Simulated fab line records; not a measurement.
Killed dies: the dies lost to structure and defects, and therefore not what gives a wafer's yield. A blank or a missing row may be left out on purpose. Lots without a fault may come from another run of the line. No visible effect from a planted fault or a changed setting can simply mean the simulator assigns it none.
fab line records | flow nandHarc
record lots=14 wafers=42 lastDay=25
route steps=1159 shown P_GATE@187 P_CONTACT@217
lots with no fault: from the same line, run without faults
startH: the number of hours between the record's first day and the start of the first shown wafer of the lot | waitH: hours from the lot's prior step to this one | " same as the row above | L1.1+2: a row that stands for several wafers | - no value, or no start given | * or withheld: withheld | < > ~ a bound
route shown NAME@n: names a module that has steps shown in the file, with the first one's number in the route | usual: mean/standard deviation of fault-free wafers | same: alike in all rows | chamber/n: place in a boat | sites: each site's reading | _std_site: standard deviation of those values | _edge_site: outer sites' mean less inner sites' | radiusMm: how far each site lies from the wafer's centre | mask NAME#n: copy n | behind: tool/chamber where the wafer was last shaped | hold: why the lot was held/for how many hours/how that ended | device: names the non-switching transistor (n, p or np) | end of line: at the end of the route, the tests of the same wafers | where a step has no rows: the recipe by itself | killed: not the wafer's yield, but the dies lost to structure and defects at the first sort | map: a wafer's dies, x killed, . not, _ none there
set.NAME: the setting the step ran with; set.NAME@STEP: the setting that earlier step ran with | model.NAME: the simulator's own value behind a step, which no gauge read
steps of the route over a sample of lots; a table a step, a row a wafer
services: when a tool's chamber went out of use (startH, in hours from the record's first day, below 0 if earlier), for how many hours, and the reason
## steps
# step NHARC_P_GATE_DESCUM_61
# recipe timeS=3 o2FlowSccm=200 arFlowSccm=0 biasPowerW=0 chemistry=O2
# usual chamberPressureMTorr=60.00/0.057 drypumpMotorCurrentA=5.93/0.23 o2FlowSccm=200.0/0.6 oesProductAu=0.999/0.0076 rfVppV=57.6/0.93 showerheadPlenumPTorr=1.90/0.087 throttleValvePct=11.310/0.01
# columns lot.wafer tool chamber startH waitH chamberPressureMTorr drypumpMotorCurrentA o2FlowSccm oesProductAu rfHoursCounterH rfVppV showerheadPlenumPTorr throttleValvePct
L928.2 rieDiel-02 3 112.33 - 60.08 6.02 200.3 0.997 24 56.5 1.86 11.314
L928.6 " 3 " " 60.02 6.01 200.4 0.995 - 57.0 1.86 11.310
L928.5 " 1 " " 59.98 6.23 200.0 1.008 - 57.1 2.03 11.297
L927.4 rieDiel-12 3 112.71 - 60.12 6.20 199.2 1.005 22 57.6 2.02 11.320
L927.2 " 0 " " 60.00 6.11 199.0 0.999 28 57.8 1.94 11.315
L927.3 " 1 " " 60.00 5.78 200.0 0.997 33 57.1 1.82 11.331
L930.2 rieDiel-01 3 119.36 - 59.89 5.59 199.5 0.997 61 57.0 1.77 11.315
L930.6 " 3 " " 60.07 5.62 198.1 0.993 - 56.2 1.77 11.311
L930.4 " 0 " " 59.95 5.72 199.7 0.999 - 58.7 1.81 11.313
L931.2 rieDiel-12 1 126.00 - 60.03 5.80 199.9 0.992 35 57.7 1.82 11.316
L931.4 " 3 " " 59.96 6.18 199.6 0.998 25 57.7 2.02 11.284
L931.3 " 0 " " 60.07 6.10 200.5 1.003 31 58.3 1.94 11.306
L932.3 rieDiel-01 3 126.54 - 60.16 5.54 200.0 0.995 63 57.5 1.77 11.308
L932.1 " 0 " " 60.01 5.72 199.1 1.001 65 57.1 1.81 11.310
L932.5 " 0 " " 59.91 5.70 198.9 0.997 - 56.7 1.81 11.314
L933.3 rieDiel-12 3 141.27 - 59.94 6.17 200.5 0.999 29 58.7 2.02 11.321
L933.2 " 0 " " 60.05 6.12 200.8 1.007 36 58.7 1.94 11.304
L933.6 " 1 " " 59.99 5.79 199.8 1.004 - 56.0 1.81 11.301
L934.1 rieDiel-02 2 145.03 - 60.00 6.09 199.3 1.000 30 58.0 1.86 11.311
L934.3 " 0 " " 59.99 6.01 199.8 0.997 22 57.6 1.89 11.307
L934.5 " 2 " " 60.09 6.11 199.9 1.006 - 57.9 1.86 11.316
L935.1 rieDiel-12 2 145.94 - 60.00 5.55 201.5 1.004 39 58.4 1.91 11.299
L935.4 " 3 " " 59.97 6.23 199.2 1.003 31 59.4 2.02 11.329
L935.5 " 3 " " 59.96 6.22 199.0 1.012 - 58.9 2.02 11.316
L936.1 rieDiel-12 0 159.56 - 60.01 6.08 199.6 1.008 43 58.0 1.93 11.307
L936.5 " 2 " " 60.07 5.58 199.9 0.995 - 57.5 1.91 11.306
L936.6 " 3 " " 60.02 6.19 199.8 1.003 - 59.0 2.02 11.291
L941.2 rieDiel-02 3 180.88 - 59.96 5.96 200.3 0.987 3 58.6 1.85 11.306
L941.1 " 0 " " 60.04 6.00 199.7 1.008 3 59.7 1.89 11.302
L941.3 " 1 " " 60.00 6.23 199.8 1.002 2 59.6 2.03 11.296
L943.3 rieDiel-01 2 202.35 - 59.99 5.70 201.0 0.992 22 57.9 1.81 11.303
L943.4 " 3 " " 60.14 5.56 200.4 1.002 19 58.2 2.07 11.318
L943.6 " 2 " " 60.04 5.67 200.7 0.997 - 57.3 1.81 11.309
L947.3 rieDiel-12 0 223.41 - 59.91 6.12 199.8 1.002 3 56.4 1.93 11.321
L947.2 " 2 " " 59.99 5.59 199.8 0.993 2 58.5 1.90 11.315
L947.1 " 3 " " 59.96 6.18 200.2 0.998 2 58.4 2.01 11.316
L948.2 rieDiel-02 2 230.29 - 59.92 6.08 199.6 0.994 11 56.8 1.86 11.296
L948.3 " 3 " " 60.05 5.98 201.2 0.982 12 56.5 1.85 11.296
L948.6 " 3 " " 59.99 5.99 200.7 0.974 - 57.3 1.85 11.323
L950.3 rieDiel-12 0 236.52 - 60.02 6.12 198.7 0.998 9 59.0 1.93 11.333
L950.2 " 2 " " 59.96 5.56 199.4 0.995 9 57.8 1.90 11.316
L950.6 " 0 " " 60.06 6.10 200.7 1.005 - 58.6 1.93 11.305
# step NHARC_P_GATE_DESCUM_93
# recipe timeS=3 o2FlowSccm=200 arFlowSccm=0 biasPowerW=0 chemistry=O2
# usual chamberPressureMTorr=59.99/0.059 drypumpMotorCurrentA=5.95/0.22 o2FlowSccm=199.9/0.55 oesProductAu=1.000/0.0079 rfVppV=57.8/0.97 showerheadPlenumPTorr=1.91/0.086 throttleValvePct=11.312/0.0097
# columns lot.wafer tool chamber startH waitH chamberPressureMTorr drypumpMotorCurrentA o2FlowSccm oesProductAu rfHoursCounterH rfVppV showerheadPlenumPTorr throttleValvePct
L928.2 rieDiel-12 3 114.15 - 59.96 6.21 199.0 1.003 23 58.4 2.02 11.298
L928.5 " 0 " " 59.89 6.10 199.5 1.009 - 58.6 1.94 11.318
L928.6 " 1 " " 60.07 5.80 200.3 1.011 - 59.3 1.82 11.313
L927.3 rieDiel-12 1 114.40 - 59.99 5.79 200.7 0.999 33 57.5 1.82 11.300
L927.2 " 2 " " 59.91 5.57 200.3 0.987 31 59.4 1.91 11.309
L927.4 " 0 " " 59.95 6.10 200.6 1.011 29 58.0 1.94 11.312
L930.2 rieDiel-01 1 121.16 - 59.91 6.07 200.2 1.003 63 58.4 2.01 11.299
L930.4 " 3 " " 59.91 5.62 199.3 0.988 - 58.7 1.77 11.313
L930.6 " 1 " " 59.94 6.09 199.7 1.005 - 58.4 2.01 11.300
L931.2 rieDiel-12 2 127.72 - 59.96 5.57 200.5 0.999 34 56.0 1.91 11.305
L931.4 " 3 " " 59.94 6.21 199.2 1.008 26 58.4 2.02 11.321
L931.3 " 1 " " 59.99 5.80 199.3 1.002 36 56.7 1.81 11.309
L932.1 rieDiel-01 0 128.14 - 59.93 5.68 199.5 1.008 65 56.4 1.81 11.324
L932.3 " 2 " " 60.05 5.67 199.6 0.997 60 57.5 1.82 11.305
L932.5 " 3 " " 60.18 5.59 199.6 1.001 - 57.3 1.77 11.310
L933.3 rieDiel-12 1 142.99 - 59.96 5.79 200.1 0.997 41 57.4 1.81 11.310
L933.2 " 2 " " 60.08 5.58 199.0 0.990 39 56.3 1.91 11.315
L933.6 " 0 " " 60.01 6.13 199.6 1.005 - 57.0 1.94 11.309
L934.1 rieDiel-12 0 146.75 - 60.10 6.12 200.2 0.996 38 56.9 1.94 11.302
L934.3 " 3 " " 59.96 6.21 199.8 1.001 31 60.3 2.02 11.317
L934.5 " 0 " " 59.98 6.12 199.7 1.011 - 58.3 1.94 11.309
L935.4 rieDiel-12 2 147.53 - 59.94 5.58 200.0 0.999 40 57.4 1.91 11.309
L935.1 " 0 " " 59.98 6.11 199.5 1.008 38 58.6 1.94 11.306
L935.5 " 1 " " 60.01 5.81 199.5 1.000 - 55.6 1.81 11.317
L936.1 rieDiel-02 2 161.13 - 59.97 6.09 199.7 1.004 0 58.0 1.86 11.311
L936.5 " 1 " " 60.00 6.22 199.7 1.005 - 59.5 2.03 11.310
L936.6 " 2 " " 60.14 6.07 201.2 0.996 - 58.2 1.86 11.322
L941.1 rieDiel-01 0 182.60 - 59.95 5.69 200.3 1.004 13 57.1 1.80 11.318
L941.2 " 1 " " 60.02 6.10 199.6 0.993 15 56.0 2.01 11.329
L941.3 " 3 " " 59.94 5.57 199.3 0.998 13 59.9 2.07 11.321
L943.3 rieDiel-02 3 203.92 - 60.05 6.03 199.0 0.990 8 57.0 1.85 11.301
L943.4 " 1 " " 60.00 6.21 199.2 1.007 7 58.0 2.03 11.309
L943.6 " 3 " " 59.98 6.00 198.9 0.981 - 58.9 1.85 11.314
L947.2 rieDiel-02 1 225.13 - 60.00 6.22 200.7 1.016 10 57.9 2.03 11.326
L947.3 " 2 " " 59.96 6.11 200.3 0.995 10 58.9 1.86 11.298
L947.1 " 3 " " 60.02 5.97 200.3 0.980 11 55.8 1.85 11.317
L948.3 rieDiel-02 2 231.90 - 59.98 6.06 200.4 0.998 12 56.0 1.86 11.298
L948.2 " 3 " " 60.02 6.00 199.3 0.992 12 58.0 1.85 11.315
L948.6 " 1 " " 59.93 6.23 199.8 0.990 - 57.7 2.03 11.318
L950.2 rieDiel-02 3 238.22 - 60.00 6.00 200.7 1.005 14 58.5 1.85 11.334
L950.3 " 2 " " 59.95 6.03 200.8 0.999 13 57.3 1.86 11.296
L950.6 " 0 " " 59.89 6.03 200.1 1.005 - 57.4 1.89 11.327
# step NHARC_P_GATE_DEGAS_109
# recipe tempC=300 timeS=60
# usual heaterPowerW=441/53 susceptorTempC=300.02/0.22
# columns lot.wafer tool chamber startH waitH heaterPowerW susceptorTempC
L928.2 pvdSputter-01 - 116.12 0.1 489 300.11
L928.6 " - " " 479 300.18
L928.5 " - " " 448 300.32
L927.4 pvdSputter-02 - 116.59 0.1 382 299.65
L927.2 " - " " 389 300.15
L927.3 " - " " 504 299.88
L930.4 pvdSputter-02 - 123.29 0.1 384 300.33
L930.2 " - " " 506 299.58
L930.6 " - " " 494 300.17
L931.3 pvdSputter-03 - 129.68 0.1 386 -
L931.4 " - " " 394 -
L931.2 " - " " 450 -
L932.1 pvdSputter-01 - 130.29 0.1 545 299.75
L932.3 " - " " 486 300.30
L932.5 " - " " 454 299.82
L933.2 pvdSputter-01 - 145.00 0.1 552 300.31
L933.3 " - " " 409 300.11
L933.6 " - " " 480 300.00
L934.1 pvdSputter-03 - 148.71 0.1 444 300.28
L934.3 " - " " 403 300.24
L934.5 " - " " 450 300.17
L935.4 pvdSputter-03 - 149.48 0.1 375 300.11
L935.1 " - " " 388 300.29
L935.5 " - " " 383 300.12
L936.1 pvdSputter-02 - 163.06 0.1 389 299.94
L936.5 " - " " 388 299.83
L936.6 " - " " 381 300.48
L941.1 pvdSputter-02 - 184.58 0.1 508 299.72
L941.2 " - " " 495 300.16
L941.3 " - " " 382 300.05
L943.4 pvdSputter-02 - 206.04 0.1 391 300.17
L943.3 " - " " 382 299.89
L943.6 " - " " 514 300.14
L947.3 pvdSputter-02 - 227.26 0.1 425 300.32
L947.1 " - " " 404 299.38
L947.2 " - " " 506 300.01
L948.3 pvdSputter-02 - 233.85 0.1 437 300.20
L948.2 " - " " 398 300.34
L948.6 " - " " 508 299.86
L950.2 pvdSputter-03 - 240.34 0.1 446 300.38
L950.3 " - " " 379 299.82
L950.6 " - " " 387 300.07
# step NHARC_P_CONTACT_DEP_30
# recipe targetThkA=300 tempC=400 targetThkNm=30 flowSccm=200 rfW=450 material=SiNx
# usual heaterPowerW=678/97 rfFwdPowerW=448.9/1.5 susceptorTempC=400.06/0.22
# columns lot.wafer tool chamber startH waitH heaterPowerW rfFwdPowerW susceptorTempC
L928.2 pecvd-01 1 117.39 0.3 725 447.5 400.05
L928.5 " 2 " " 617 450.9 399.91
L928.6 " 0 " " 669 451.7 399.88
L927.2 pecvd-04 1 117.71 0.1 821 449.8 400.06
L927.4 " 2 " " 808 447.2 399.95
L927.3 " 1 " " 799 450.3 400.40
L930.2 pecvd-03 0 124.50 0.1 691 451.0 399.97
L930.6 " 0 " " 674 452.1 400.07
L930.4 " 2 " " 722 448.9 400.21
L931.2 pecvd-04 0 130.73 0.1 644 451.8 400.46
L931.3 " 1 " " 764 449.0 399.87
L931.4 " 1 " " 770 451.8 400.03
L932.1 pecvd-03 2 131.31 0.1 749 446.2 400.13
L932.3 " 0 " " 678 449.6 399.83
L932.5 " 2 " " 736 448.4 400.19
L933.3 pecvd-04 2 146.01 0.1 839 447.9 400.59
L933.2 " 0 " " 673 448.9 400.04
L933.6 " 0 " " 656 449.2 399.83
L934.3 pecvd-03 1 149.78 0.1 462 449.4 399.77
L934.1 " 2 " " 608 448.1 399.82
L934.5 " 2 " " 618 450.2 399.87
L935.1 pecvd-04 2 150.59 0.1 809 449.8 400.15
L935.5 " 1 " " 723 450.0 400.13
L935.4 " 0 " " 665 449.0 399.94
L936.1 pecvd-03 1 164.29 0.1 507 449.5 399.76
L936.5 " 1 " " 515 450.7 399.78
L936.6 " 0 " " 722 449.1 400.16
L941.3 pecvd-01 1 185.92 0.1 742 447.5 399.81
L941.2 " 2 " " 640 450.3 399.78
L941.1 " 0 " " 625 449.3 400.25
L941.3 pecvd-01 1 186.70 - 736 448.1 400.10
L941.2 " 2 " " 621 448.6 400.06
L941.1 " 0 " " 610 447.2 400.14
L943.4 pecvd-04 0 208.12 1.1 573 450.2 400.30
L943.3 " 2 " " 927 448.6 400.35
L943.6 " 2 " " 930 448.7 400.77
L943.4 pecvd-04 0 209.36 1.2 581 451.3 399.83
L943.3 " 2 " " 931 447.0 399.80
L943.6 " 2 " " 945 449.9 400.12
L947.1 pecvd-03 2 228.28 0.1 656 448.1 399.80
L947.2 " 0 " " 777 447.8 399.91
L947.3 " 1 " " 526 449.0 400.39
L948.3 pecvd-01 0 235.02 0.1 695 447.0 400.26
L948.2 " 1 " " 639 449.0 399.99
L948.6 " 2 " " 625 449.4 400.06
L950.2 pecvd-01 1 241.78 0.2 690 446.7 400.23
L950.3 " 0 " " 627 447.8 399.88
L950.6 " 0 " " 647 448.3 400.23
## services
# columns tool chamber startH hours kind
pecvd-04 0 97.66 25.3 repair
pecvd-03 0 102.15 4.9 repair
pvdSputter-03 - 102.23 10.0 pm
rieDiel-12 0 107.96 - clean
rieDiel-12 1 107.96 - clean
rieDiel-12 2 107.96 - clean
pecvd-03 - 111.33 13.0 pm
rieDiel-01 2 113.03 9.2 repair
pvdSputter-03 - 115.49 1.2 repair
rieDiel-02 1 118.07 3.5 repair
rieDiel-01 - 137.80 9.0 pm
pecvd-01 - 146.41 1.2 repair
pecvd-04 - 148.73 1.8 repair
rieDiel-02 - 150.70 9.0 pm
pecvd-04 - 151.20 1.7 repair
pvdSputter-03 - 165.34 0.6 repair
pvdSputter-01 - 174.45 4.0 repair
pecvd-04 - 195.00 13.0 pm
pvdSputter-01 - 195.70 8.5 repair
pecvd-03 0 196.69 13.8 repair
pecvd-01 2 200.23 6.0 repair
rieDiel-12 - 202.40 9.0 pm
pvdSputter-02 - 214.05 10.0 pm
pecvd-04 0 240.18 6.7 repair
## key
firstSign step=NHARC_P_CONTACT_DEP_30 reading=visit direction=added
effect none on later readings
metAt NHARC_P_CONTACT_DEP_30
struckLots L941,L943
sortLeftOut L941.1,L941.2,L941.3,L943.3,L943.4,L943.6
testerLeftOut L941,L943
notActingAt NHARC_P_GATE_DESCUM_61,NHARC_P_GATE_DESCUM_93,NHARC_P_GATE_DEGAS_109
fault kind=repeatedStepWhole tool=pecvd-01,pecvd-03,pecvd-04 chamber=- onsetH=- steps=NHARC_P_CONTACT_DEP_30 times=1 scope=struckLotsOnly
# testerLeftOut: of these lots the tester's yield and bins aren't shown, on N5 and GAA mostly nor the transistor test; their killed dies are dies lost to structure and defects alone, not to doping, threshold or leakage, so they don't give the yield
# sortLeftOut: the simulated sort isn't trusted on such a fault, so these wafers' sort isn't shown, and their yield isn't known
